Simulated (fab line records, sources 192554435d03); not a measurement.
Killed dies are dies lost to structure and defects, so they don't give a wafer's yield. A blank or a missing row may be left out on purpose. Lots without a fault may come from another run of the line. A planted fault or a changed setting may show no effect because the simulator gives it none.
Split-lot experiment | flow n5_finfet | 7 lots, 21 wafers read, on a route of 1938 steps

THE SPLIT
At N5_FIN_CUT_ETCH_21 (etches SOC in N2/H2, target depth 219 nm, overetch 43.8 nm, time 523.5 s), the setting bias_w was moved away from the recipe's 61 W on 5 of the 21 wafers read, by -12.5% to +8.8%. The other wafers ran this setting at the recipe's value.

The reading is taken at the split's own step.

THE READING
rf_vpp_V, in V, at N5_FIN_CUT_ETCH_21 (etches SOC in N2/H2, target depth 219 nm, overetch 43.8 nm, time 523.5 s). Fault-free wafers of this fab line usually give 240.7 V, standard deviation 1.5 V.

wafer  | tool, chamber at the split | bias_w as run, W | against the recipe | rf_vpp_V, V | against lot-mates on the recipe
L074.3 | rie_diel-05, 2             | 66.36            | +8.8%              | 255.8       | +14.4
L074.4 | rie_diel-05, 0             | 66.36            | +8.8%              | 250.6       | +9.2
L074.6 | rie_diel-05, 1             | 61               | recipe             | 241.4       | -
L077.1 | rie_diel-05, 1             | 61               | recipe             | 244.3       | -
L077.2 | rie_diel-05, 0             | 61               | recipe             | 238.1       | -
L077.5 | rie_diel-05, 2             | 61               | recipe             | 242.8       | -
L078.3 | rie_diel-03, 2             | 61               | recipe             | 238.3       | -
L078.5 | rie_diel-03, 2             | 61               | recipe             | 239.8       | -
L078.6 | rie_diel-03, 0             | 66.15            | +8.4%              | 254.1       | +15.0
L081.1 | rie_diel-01, 2             | 61               | recipe             | 240.0       | -
L081.2 | rie_diel-01, 3             | 61               | recipe             | 239.4       | -
L081.4 | rie_diel-01, 0             | 61               | recipe             | 241.0       | -
L082.4 | rie_diel-01, 1             | 61               | recipe             | 241.6       | -
L082.5 | rie_diel-01, 0             | 61               | recipe             | 240.7       | -
L082.6 | rie_diel-01, 3             | 61               | recipe             | 239.2       | -
L084.2 | rie_diel-05, 2             | 53.35            | -12.5%             | 221.7       | -21.4
L084.5 | rie_diel-05, 1             | 53.35            | -12.5%             | 223.0       | -20.1
L084.6 | rie_diel-05, 2             | 61               | recipe             | 243.1       | -
L095.1 | rie_diel-03, 0             | 61               | recipe             | 240.4       | -
L095.2 | rie_diel-03, 2             | 61               | recipe             | 239.9       | -
L095.3 | rie_diel-03, 1             | 61               | recipe             | 239.4       | -

THE FIT
A straight line over all 21 wafers: rf_vpp_V changes by +1.47 V for each +1% of bias_w; r = +0.98; the points scatter about the line by 1.8 V.
The same after taking each lot's own level away (the mean of its wafers on the recipe; 21 wafers): +1.58 V for each +1%; r = +0.98; scatter 1.7 V.
On that fit, the largest move of bias_w shifts the reading by 20 V.
The lots' own levels span 239.05 to 243.10 V, that is 2.7 times the standard deviation above.
So the lot-to-lot level changes the slope little: the two slopes agree.
Check: with one of the wafers moved furthest among these (-12.5%) left out of the fit, the line predicts -19.4 V for it against its lot-mates. It came out at -21.4 V against them.
Tool readings at the split's step, against how far the setting was moved: rf_vpp_V r = +0.98.

OTHER SPLITS ON THESE WAFERS
These wafers also went through other splits before the reading. Each is held against what the fit with the lots' levels taken away leaves over:
other split on the same wafers                    | wafers away from the commonest value | r with rf_vpp_V (lot level and that fit taken away)
N5_PMOS_HMC_CHANNEL_EPI_HM_DEP_34 time_s          | 6                                    | +0.07
N5_PMOS_HMC_CHANNEL_EPI_PEB_07 peb_time_s         | 7                                    | +0.04
N5_PMOS_HMC_CHANNEL_EPI_DEVELOP_08 develop_time_s | 6                                    | +0.18

THE FILE'S OWN FIT
rf_vpp_V changes by +1.61 V for each +1% of bias_w, r = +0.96.
